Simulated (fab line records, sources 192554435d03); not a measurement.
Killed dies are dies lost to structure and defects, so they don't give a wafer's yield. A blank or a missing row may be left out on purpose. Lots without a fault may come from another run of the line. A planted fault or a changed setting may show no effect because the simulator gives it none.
fab line records | flow n5_finfet | part 1 of 2: steps 1 to 21 of 30
record lots=5 wafers=15 last_day=16
route steps=1938 shown ZERO_LAYER@5 WELL_APT@20
lots that met no fault: from a run of the same line without faults
start_h: hours from the record's first day to the start of the lot's first wafer shown | wait_h: hours since the lot's step before | " the same as in the row above | L1.1+2: a row that stands for several wafers | - no value, or no start given | * or withheld: withheld | < > ~ a bound
route shown NAME@n: a module of which the file shows steps, and the number in the route of the first | usual: mean/standard deviation of fault-free wafers | same: alike in all rows | chamber/n: place in a boat | sites: the reading at each site | _std_site: their standard deviation | _edge_site: outer sites' mean less inner sites' | radius_mm: how far each site lies from the wafer's centre | mask NAME#n: copy n | behind: the tool/chamber that last shaped the wafer | hold: why the lot was held/for how many hours/how that ended | device: the transistor (n, p or np) that didn't switch | end of line: the same wafers' tests at the end of the route | a step without rows: its recipe alone | killed: dies lost to structure and defects at the first sort, not the wafer's yield | map: a wafer's dies, x killed, . not, _ none there
set.NAME: the setting as run; set.NAME@STEP: as run at that earlier step | model.NAME: the simulator's own value behind a step, which no gauge read
lots at some steps of the route; a table a step, a row a wafer
services: from which hour (start_h, from the record's first day; less than 0 if before it) a tool's chamber was out of use, for how many hours, and why
## steps
# step N5_ZERO_LAYER_HMDS_04
# recipe time_s=60 temp_c=120
# usual chill_plate_temp_C=23.00/0.1 plate_temp_C=119.97/0.13
# columns lot.wafer tool chamber start_h wait_h chill_plate_temp_C plate_temp_C
L075.2 litho_track-04 0 18.36 0.1 23.11 119.95
L075.3 " 0 " " 22.87 119.94
L075.6 " 0 " " 22.93 119.99
L080.1 litho_track-01 0 48.38 0.1 22.87 120.11
L080.2 " 0 " " 22.94 120.09
L080.4 " 0 " " 22.91 119.97
L082.2 litho_track-04 0 60.36 0.1 23.01 120.04
L082.3 " 0 " " 23.05 119.80
L082.6 " 0 " " 23.13 119.88
L091.1 litho_track-04 0 114.36 0.1 23.08 119.93
L091.3 " 0 " " 22.97 120.02
L091.6 " 0 " " 23.03 120.04
L094.1 litho_track-03 0 132.36 0.1 23.02 119.94
L094.4 " 0 " " 23.12 119.91
L094.6 " 0 " " 23.08 119.86
# step N5_ZERO_LAYER_COAT_05
# recipe spin_rpm=1500 resist_thk_nm=1000
# usual chill_plate_temp_C=22.97/0.12
# columns lot.wafer tool chamber start_h wait_h chill_plate_temp_C
L075.2 litho_track-04 0 - - 22.90
L075.3 " 0 " " 22.93
L075.6 " 0 " " 23.03
L080.1 litho_track-01 0 - - 23.07
L080.2 " 0 " " 23.08
L080.4 " 0 " " 23.06
L082.2 litho_track-04 0 - - 22.96
L082.3 " 0 " " 22.85
L082.6 " 0 " " 23.01
L091.1 litho_track-04 0 - - 23.03
L091.3 " 0 " " 22.92
L091.6 " 0 " " 23.00
L094.1 litho_track-03 0 - - 23.05
L094.4 " 0 " " 23.07
L094.6 " 0 " " 23.06
# step N5_ZERO_LAYER_EBR_07
# recipe solvent=PGMEA ebr_width_mm=1.5
# usual chill_plate_temp_C=22.99/0.099
# columns lot.wafer tool chamber start_h wait_h chill_plate_temp_C
L075.2 litho_track-04 0 - - 22.98
L075.3 " 0 " " 23.09
L075.6 " 0 " " 23.01
L080.1 litho_track-01 0 - - 22.85
L080.2 " 0 " " 22.97
L080.4 " 0 " " 23.06
L082.2 litho_track-04 0 - - 22.74
L082.3 " 0 " " 23.04
L082.6 " 0 " " 22.89
L091.1 litho_track-04 0 - - 22.93
L091.3 " 0 " " 23.08
L091.6 " 0 " " 23.14
L094.1 litho_track-03 0 - - 23.10
L094.4 " 0 " " 22.95
L094.6 " 0 " " 22.92
# step N5_ZERO_LAYER_SOFTBAKE_06
# recipe temp_c=100 time_s=90
# usual chill_plate_temp_C=22.98/0.1 plate_temp_C=100.00/0.13
# columns lot.wafer tool chamber start_h wait_h chill_plate_temp_C plate_temp_C
L075.2 litho_track-04 0 - - 23.06 100.12
L075.3 " 0 " " 22.97 100.12
L075.6 " 0 " " 22.84 100.01
L080.1 litho_track-01 0 - - 22.99 99.83
L080.2 " 0 " " 22.99 99.87
L080.4 " 0 " " 23.01 99.89
L082.2 litho_track-04 0 - - 22.99 99.80
L082.3 " 0 " " 23.14 99.73
L082.6 " 0 " " 23.16 99.97
L091.1 litho_track-04 0 - - 23.02 100.02
L091.3 " 0 " " 23.00 100.07
L091.6 " 0 " " 22.96 99.86
L094.1 litho_track-03 0 - - 22.90 100.22
L094.4 " 0 " " 23.01 100.20
L094.6 " 0 " " 22.97 100.02
# step N5_ZERO_LAYER_EXPOSE_08
# recipe mask_id=ZERO na=0.55 source_shape=conventional sigma_outer=0.8 polarization=unpolarized defocus_nm=0 target_cd_nm=2000 dose_mj=16.2
# usual exposure_dose_mJ_cm2=16.188/0.017 focus_offset_nm=0.1/0.47 reticle_temp_C=23.01/0.097
# columns lot.wafer tool chamber start_h wait_h mask exposure_dose_mJ_cm2 focus_offset_nm reticle_temp_C
L075.2 krf_scanner-01 0 18.60 - ZERO#0 16.169 0.0 22.87
L075.3 " 0 " " ZERO#0 16.187 -0.1 22.98
L075.6 " 0 " " ZERO#0 16.171 -0.6 22.95
L080.1 krf_scanner-02 0 48.49 - ZERO#0 16.198 1.0 23.10
L080.2 " 0 " " ZERO#0 16.185 0.4 22.83
L080.4 " 0 " " ZERO#0 16.190 -0.7 22.95
L082.2 krf_scanner-01 0 60.60 - ZERO#0 16.187 0.2 23.09
L082.3 " 0 " " ZERO#0 16.210 0.2 23.20
L082.6 " 0 " " ZERO#0 16.183 -0.6 23.03
L091.1 krf_scanner-02 0 114.59 - ZERO#0 16.195 -0.6 22.99
L091.3 " 0 " " ZERO#0 16.201 -0.1 22.93
L091.6 " 0 " " ZERO#0 16.187 -0.3 22.97
L094.1 krf_scanner-02 0 132.59 - ZERO#0 16.204 0.2 22.84
L094.4 " 0 " " ZERO#0 16.195 -0.6 23.02
L094.6 " 0 " " ZERO#0 16.196 0.0 22.96
# step N5_ZERO_LAYER_PEB_09
# recipe peb_temp_c=withheld peb_time_s=*
# usual chill_plate_temp_C=*
# columns lot.wafer tool chamber start_h wait_h chill_plate_temp_C
L075.2 litho_track-03 0 18.65 0.0 *
L075.3 " 0 " " *
L075.6 " 0 " " *
L080.1 litho_track-03 0 48.55 0.1 *
L080.2 " 0 " " *
L080.4 " 0 " " *
L082.2 litho_track-03 0 60.65 0.0 *
L082.3 " 0 " " *
L082.6 " 0 " " *
L091.1 litho_track-01 0 114.65 0.1 *
L091.3 " 0 " " *
L091.6 " 0 " " *
L094.1 litho_track-03 0 132.65 0.1 *
L094.4 " 0 " " *
L094.6 " 0 " " *
# step N5_ZERO_LAYER_DEVELOP_10
# recipe develop_time_s=60 rinse_liquid=diw dry=air_spin dev_temp_c=21
# usual chill_plate_temp_C=22.99/0.096
# same develop_time_s=60
# columns lot.wafer tool chamber start_h wait_h chill_plate_temp_C
L075.2 litho_track-03 0 - - 22.99
L075.3 " 0 " " 22.98
L075.6 " 0 " " 22.92
L080.1 litho_track-03 0 - - 22.89
L080.2 " 0 " " 22.76
L080.4 " 0 " " 22.89
L082.2 litho_track-03 0 - - 22.95
L082.3 " 0 " " 22.90
L082.6 " 0 " " 23.09
L091.1 litho_track-01 0 - - 22.98
L091.3 " 0 " " 22.98
L091.6 " 0 " " 23.12
L094.1 litho_track-03 0 - - 22.94
L094.4 " 0 " " 23.06
L094.6 " 0 " " 23.02
# step N5_ZERO_LAYER_HARDBAKE_23
# recipe temp_c=130 time_s=120
# usual chill_plate_temp_C=22.99/0.097 plate_temp_C=129.99/0.14
# columns lot.wafer tool chamber start_h wait_h chill_plate_temp_C plate_temp_C
L075.2 litho_track-03 0 - - 23.03 129.90
L075.3 " 0 " " 23.06 129.83
L075.6 " 0 " " 23.18 129.90
L080.1 litho_track-03 0 - - 23.00 129.72
L080.2 " 0 " " 22.78 129.84
L080.4 " 0 " " 22.85 129.79
L082.2 litho_track-03 0 - - 23.13 130.12
L082.3 " 0 " " 23.15 130.21
L082.6 " 0 " " 22.99 130.15
L091.1 litho_track-01 0 - - 23.10 129.87
L091.3 " 0 " " 22.92 129.83
L091.6 " 0 " " 23.11 130.09
L094.1 litho_track-03 0 - - 23.13 129.93
L094.4 " 0 " " 23.08 130.10
L094.6 " 0 " " 23.18 130.03
# step N5_ZERO_LAYER_CD_MEAS_11
# recipe target_cd_nm=2000 landing_energy_ev=500 detector=se_inlens
# usual cd_nm=2000.3/1.4
# columns lot.wafer tool chamber start_h wait_h cd_nm
L075.2 cd_sem-03 0 18.77 - 2001.7
L075.3 " 0 " " 2002.3
L075.6 " 0 " " 1998.4
L080.1 cd_sem-03 0 48.66 - 2003.0
L080.2 " 0 " " 2002.8
L080.4 " 0 " " 2000.4
L082.2 cd_sem-02 0 60.77 - 2001.8
L082.3 " 0 " " 2000.0
L082.6 " 0 " " 2001.5
L091.1 cd_sem-02 0 114.77 - 1999.6
L091.3 " 0 " " 2000.2
L091.6 " 0 " " 2000.1
L094.1 cd_sem-02 0 132.77 - 2000.6
L094.4 " 0 " " 2000.2
L094.6 " 0 " " 2000.8
# step N5_ZERO_LAYER_DESCUM_16
# recipe chemistry=O2 time_s=7.9 source_power_w=50 bias_power_w=20 pressure_mtorr=20 rf_frequency_hz=2.712e+07 temp_c=40 o2_flow_sccm=225
# usual drypump_motor_current_A=5.7/0.42 oes_product_au=0.79/0.1 rf_vpp_V=243.4/1.5 showerhead_plenum_p_Torr=2.11/0.082 throttle_valve_pct=20.45/0.19
# columns lot.wafer tool chamber start_h wait_h drypump_motor_current_A oes_product_au rf_hours_counter_h rf_vpp_V showerhead_plenum_p_Torr throttle_valve_pct
L075.2 rie_diel-01 2 18.82 0.1 5.5 0.73 192 242.9 2.08 20.51
L075.3 " 1 " " 6.0 0.68 234 241.0 1.98 20.34
L075.6 " 1 " " 6.0 0.67 - 241.6 1.98 20.33
L080.1 rie_diel-01 0 48.70 0.0 5.0 0.95 11 245.6 2.24 20.39
L080.2 " 2 " " 5.6 0.72 205 244.1 2.07 20.52
L080.4 " 3 " " 5.4 1.00 2 245.3 2.14 20.30
L082.2 rie_diel-01 3 60.81 0.0 5.4 0.97 6 246.3 2.14 20.30
L082.3 " 2 " " 5.5 0.71 209 242.1 2.07 20.53
L082.6 " 3 " " 5.4 0.97 - 244.4 2.14 20.31
L091.1 rie_diel-04 2 114.80 0.0 5.8 0.70 207 243.2 2.17 20.67
L091.3 " 0 " " 5.8 0.69 223 243.4 2.14 20.51
L091.6 " 0 " " 5.8 0.70 - 244.7 2.14 20.52
L094.1 rie_diel-04 2 132.93 0.2 5.8 0.69 214 244.9 2.17 20.68
L094.4 " 3 " " 6.4 0.71 201 241.2 1.99 20.51
L094.6 " 2 " " 5.8 0.70 - 242.5 2.16 20.69
# step N5_ZERO_LAYER_ETCH_17
# recipe chemistry=CF4 target=SiO2 target_depth_a=120 time_s=13.3 ion_energy_ev=350 pressure_mtorr=40 source_w=450 bias_w=215 Ar_flow_sccm=100 cf4_flow_sccm=100
# usual drypump_motor_current_A=5.7/0.42 oes_product_au=0.79/0.1 rf_vpp_V=949/5 showerhead_plenum_p_Torr=2.16/0.079 throttle_valve_pct=15.67/0.23
# columns lot.wafer tool chamber start_h wait_h drypump_motor_current_A oes_product_au rf_hours_counter_h rf_vpp_V showerhead_plenum_p_Torr throttle_valve_pct
L075.2 rie_diel-01 2 18.85 0.0 5.5 0.72 192 948 2.13 15.76
L075.3 " 1 " " 6.0 0.67 234 940 2.03 15.58
L075.6 " 1 " " 6.0 0.66 - 942 2.03 15.57
L080.1 rie_diel-01 0 48.74 0.0 5.0 0.94 11 957 2.27 15.46
L080.2 " 2 " " 5.5 0.72 205 947 2.13 15.81
L080.4 " 3 " " 5.4 1.01 2 953 2.19 15.47
L082.2 rie_diel-01 3 60.84 0.0 5.4 0.98 6 952 2.19 15.46
L082.3 " 2 " " 5.5 0.71 209 946 2.13 15.79
L082.6 " 3 " " 5.4 0.98 - 951 2.19 15.46
L091.1 rie_diel-04 2 114.84 0.0 5.8 0.71 207 952 2.21 15.87
L091.3 " 0 " " 5.8 0.69 223 952 2.21 15.91
L091.6 " 0 " " 5.8 0.69 - 952 2.21 15.90
L094.1 rie_diel-04 2 132.97 0.0 5.8 0.71 214 953 2.20 15.89
L094.4 " 3 " " 6.5 0.72 201 941 2.05 15.76
L094.6 " 2 " " 5.8 0.70 - 952 2.20 15.88
# step N5_ZERO_LAYER_ETCH_18
# recipe chemistry=HBr/Cl2 target=Si target_depth_a=1200 time_s=40 pressure_mtorr=10 icp_w=800 bias_w=75 HBr_flow_sccm=150 Cl2_flow_sccm=80
# usual drypump_motor_current_A=5.6/0.58 oes_product_au=0.996/0.017 throttle_valve_pct=36.28/0.19
# columns lot.wafer tool chamber start_h wait_h drypump_motor_current_A oes_product_au rf_hours_counter_h throttle_valve_pct
L075.2 rie_si-05 0 18.93 0.0 5.7 0.995 103 35.95
L075.3 " 2 " " 5.9 0.994 47 36.25
L075.6 " 3 " " 5.2 0.991 - 36.09
L080.1 rie_si-03 1 48.81 0.0 6.3 0.995 65 36.26
L080.2 " 2 " " 5.3 0.980 82 36.10
L080.4 " 0 " " 5.3 1.026 3 36.59
L082.2 rie_si-05 1 60.92 0.0 5.2 1.014 166 36.04
L082.3 " 3 " " 5.2 0.994 50 36.08
L082.6 " 1 " " 5.2 1.009 - 36.03
L091.1 rie_si-01 2 114.91 0.0 6.0 0.977 115 36.54
L091.3 " 0 " " 6.4 1.030 107 36.42
L091.6 " 2 " " 6.0 0.983 - 36.52
L094.1 rie_si-05 0 133.04 0.0 5.7 0.996 106 35.96
L094.4 " 3 " " 5.2 1.000 51 36.07
L094.6 " 0 " " 5.7 0.999 - 35.98
# step N5_ZERO_LAYER_STRIP_24
# recipe chemistry=O2 power_w=1000 temp_c=250 overash_fraction=0.3 pressure_mtorr=1000 o2_flow_sccm=6750
# usual drypump_motor_current_A=5.5/0.38 heater_power_w=343/37 oes_product_au=0.647/0.0047 strip_time_to_endpoint_s=43.88/0.11
# columns lot.wafer tool chamber start_h wait_h drypump_motor_current_A heater_power_w oes_product_au rf_hours_counter_h strip_time_to_endpoint_s
L075.2 plasma_asher-01 0 19.26 0.3 5.6 314 0.649 28 43.98
L075.3 " 1 " " 5.1 389 0.646 - 43.99
L075.6 " 0 " " 5.6 317 0.641 - 44.00
L080.1 plasma_asher-02 0 48.92 0.1 5.7 296 0.642 77 43.77
L080.2 " 1 " " 6.3 324 0.643 77 43.85
L080.4 " 0 " " 5.7 292 0.642 - 43.89
L082.2 plasma_asher-01 1 61.02 0.1 5.1 389 0.657 40 43.92
L082.3 " 0 " " 5.6 323 0.645 - 44.00
L082.6 " 0 " " 5.6 322 0.645 - 43.97
L091.1 plasma_asher-01 1 115.02 0.1 5.1 385 0.655 50 43.81
L091.3 " 0 " " 5.6 315 0.639 - 43.80
L091.6 " 0 " " 5.6 318 0.651 - 43.69
L094.1 plasma_asher-02 1 133.15 0.1 6.3 322 0.648 90 44.22
L094.4 " 0 " " 5.7 296 0.647 - 44.11
L094.6 " 1 " " 6.3 316 0.652 - 44.12
# step N5_ZERO_LAYER_STRIP_19
# recipe chemistry=SPM time_s=900 temp_c=130 h2so4_h2o2_vol_ratio=4 dry=ipa_marangoni
# columns lot.wafer tool chamber start_h wait_h
L075.2+3+6 wet_bench-06 0,6,4 19.35 0.1
L080.1+2+4 wet_bench-02 0,3,5 49.00 0.1
L082.2+3+6 wet_bench-06 3,4,7 61.11 0.1
L091.1+3+6 wet_bench-04 3,6,7 115.10 0.1
L094.1+4+6 wet_bench-02 6,7,4 133.23 0.1
# step N5_ZERO_LAYER_INSPECT_20
# recipe inspect_instrument=darkfield mode=post_clean
# usual raw_defect_count=35/18
# columns lot.wafer tool chamber start_h wait_h raw_defect_count
L075.2 defect_inspect-01 - 19.63 0.0 73
L075.3 " - " " 46
L075.6 " - " " 63
L080.1 defect_inspect-01 - 49.28 0.0 61
L080.2 " - " " 42
L080.4 " - " " 100
L082.2 defect_inspect-02 - 61.38 0.0 33
L082.3 " - " " 31
L082.6 " - " " 14
L091.1 defect_inspect-01 - 115.38 0.0 15
L091.3 " - " " 18
L091.6 " - " " 8
L094.1 defect_inspect-02 - 133.51 0.0 25
L094.4 " - " " 37
L094.6 " - " " 42
# step N5_WELL_APT_HMDS_01
# recipe time_s=60 temp_c=120
# usual chill_plate_temp_C=23.01/0.11 plate_temp_C=119.99/0.15
# columns lot.wafer tool chamber start_h wait_h chill_plate_temp_C plate_temp_C
L075.2 litho_track-03 0 19.67 0.0 23.05 120.17
L075.3 " 0 " " 23.11 120.09
L075.6 " 0 " " 23.05 120.26
L080.1 litho_track-03 0 49.31 0.0 22.99 120.18
L080.2 " 0 " " 22.86 119.94
L080.4 " 0 " " 22.85 120.01
L082.2 litho_track-03 0 61.41 0.0 23.01 119.94
L082.3 " 0 " " 22.91 119.84
L082.6 " 0 " " 22.99 119.90
L091.1 litho_track-05 0 115.41 0.0 23.19 119.83
L091.3 " 0 " " 23.11 120.19
L091.6 " 0 " " 23.07 119.95
L094.1 litho_track-03 0 133.54 0.0 23.10 119.85
L094.4 " 0 " " 22.95 120.04
L094.6 " 0 " " 23.07 120.08
# step N5_WELL_APT_COAT_02
# recipe spin_rpm=1357 resist_thk_nm=950
# usual chill_plate_temp_C=22.99/0.12
# columns lot.wafer tool chamber start_h wait_h chill_plate_temp_C
L075.2 litho_track-03 0 - - 22.90
L075.3 " 0 " " 22.91
L075.6 " 0 " " 23.05
L080.1 litho_track-03 0 - - 22.98
L080.2 " 0 " " 22.81
L080.4 " 0 " " 22.84
L082.2 litho_track-03 0 - - 22.90
L082.3 " 0 " " 22.81
L082.6 " 0 " " 22.87
L091.1 litho_track-05 0 - - 22.96
L091.3 " 0 " " 22.96
L091.6 " 0 " " 23.00
L094.1 litho_track-03 0 - - 23.06
L094.4 " 0 " " 22.74
L094.6 " 0 " " 23.06
# step N5_WELL_APT_EBR_04
# recipe solvent=PGMEA ebr_width_mm=1.5
# usual chill_plate_temp_C=23.00/0.12
# columns lot.wafer tool chamber start_h wait_h chill_plate_temp_C
L075.2 litho_track-03 0 - - 23.20
L075.3 " 0 " " 23.06
L075.6 " 0 " " 23.02
L080.1 litho_track-03 0 - - 23.03
L080.2 " 0 " " 22.82
L080.4 " 0 " " 23.07
L082.2 litho_track-03 0 - - 22.91
L082.3 " 0 " " 22.71
L082.6 " 0 " " 22.77
L091.1 litho_track-05 0 - - 22.99
L091.3 " 0 " " 23.01
L091.6 " 0 " " 22.77
L094.1 litho_track-03 0 - - 23.09
L094.4 " 0 " " 22.96
L094.6 " 0 " " 23.13
# step N5_WELL_APT_SOFTBAKE_03
# recipe temp_c=130 time_s=60
# usual chill_plate_temp_C=23.02/0.12 plate_temp_C=129.99/0.15
# columns lot.wafer tool chamber start_h wait_h chill_plate_temp_C plate_temp_C
L075.2 litho_track-03 0 - - 22.98 130.02
L075.3 " 0 " " 22.99 129.94
L075.6 " 0 " " 22.96 129.70
L080.1 litho_track-03 0 - - 23.01 129.94
L080.2 " 0 " " 23.06 130.08
L080.4 " 0 " " 23.01 130.06
L082.2 litho_track-03 0 - - 23.14 129.91
L082.3 " 0 " " 23.26 129.88
L082.6 " 0 " " 23.10 129.83
L091.1 litho_track-05 0 - - 22.91 130.24
L091.3 " 0 " " 23.12 130.00
L091.6 " 0 " " 23.01 130.15
L094.1 litho_track-03 0 - - 22.79 129.89
L094.4 " 0 " " 22.89 129.84
L094.6 " 0 " " 22.93 129.78
# step N5_WELL_APT_EXPOSE_05
# recipe mask_id=NWELL na=0.8 source_shape=conventional sigma_outer=0.8 polarization=unpolarized defocus_nm=0 target_cd_nm=200 dose_mj=20.3
# usual exposure_dose_mJ_cm2=20.292/0.022 focus_offset_nm=0.0/0.52 reticle_temp_C=23.02/0.12
# columns lot.wafer tool chamber start_h wait_h mask exposure_dose_mJ_cm2 focus_offset_nm reticle_temp_C
L075.2 krf_scanner-01 0 19.77 - NWELL#0 20.290 -1.0 22.80
L075.3 " 0 " " NWELL#0 20.293 -0.8 23.00
L075.6 " 0 " " NWELL#0 20.304 0.0 23.01
L080.1 krf_scanner-01 0 49.41 - NWELL#0 20.332 0.4 22.99
L080.2 " 0 " " NWELL#0 20.340 -0.4 23.05
L080.4 " 0 " " NWELL#0 20.302 0.0 23.02
L082.2 krf_scanner-01 0 61.52 - NWELL#0 20.304 -0.1 23.28
L082.3 " 0 " " NWELL#0 20.304 -0.8 23.10
L082.6 " 0 " " NWELL#0 20.341 0.0 23.15
L091.1 krf_scanner-02 0 115.63 - NWELL#0 20.305 0.2 23.03
L091.3 " 0 " " NWELL#0 20.336 -0.1 23.08
L091.6 " 0 " " NWELL#0 20.275 0.3 23.23
L094.1 krf_scanner-02 0 133.64 - NWELL#0 20.295 0.4 23.06
L094.4 " 0 " " NWELL#0 20.320 0.0 23.03
L094.6 " 0 " " NWELL#0 20.306 0.3 23.05
# step N5_WELL_APT_PEB_06
# recipe peb_temp_c=130 peb_time_s=90
# usual chill_plate_temp_C=23.01/0.11 plate_temp_C=129.95/0.15
# columns lot.wafer tool chamber start_h wait_h chill_plate_temp_C plate_temp_C
L075.2 litho_track-03 0 19.82 0.0 22.92 129.74
L075.3 " 0 " " 22.88 129.97
L075.6 " 0 " " 22.96 130.06
L080.1 litho_track-02 0 49.46 0.1 23.11 129.85
L080.2 " 0 " " 23.12 129.89
L080.4 " 0 " " 23.15 129.96
L082.2 litho_track-02 0 61.57 0.0 23.01 130.09
L082.3 " 0 " " 22.90 129.86
L082.6 " 0 " " 22.93 130.19
L091.1 litho_track-02 0 115.69 0.1 23.00 130.00
L091.3 " 0 " " 23.02 130.02
L091.6 " 0 " " 23.03 130.09
L094.1 litho_track-02 0 133.70 0.1 22.91 130.00
L094.4 " 0 " " 22.87 129.74
L094.6 " 0 " " 23.13 129.97
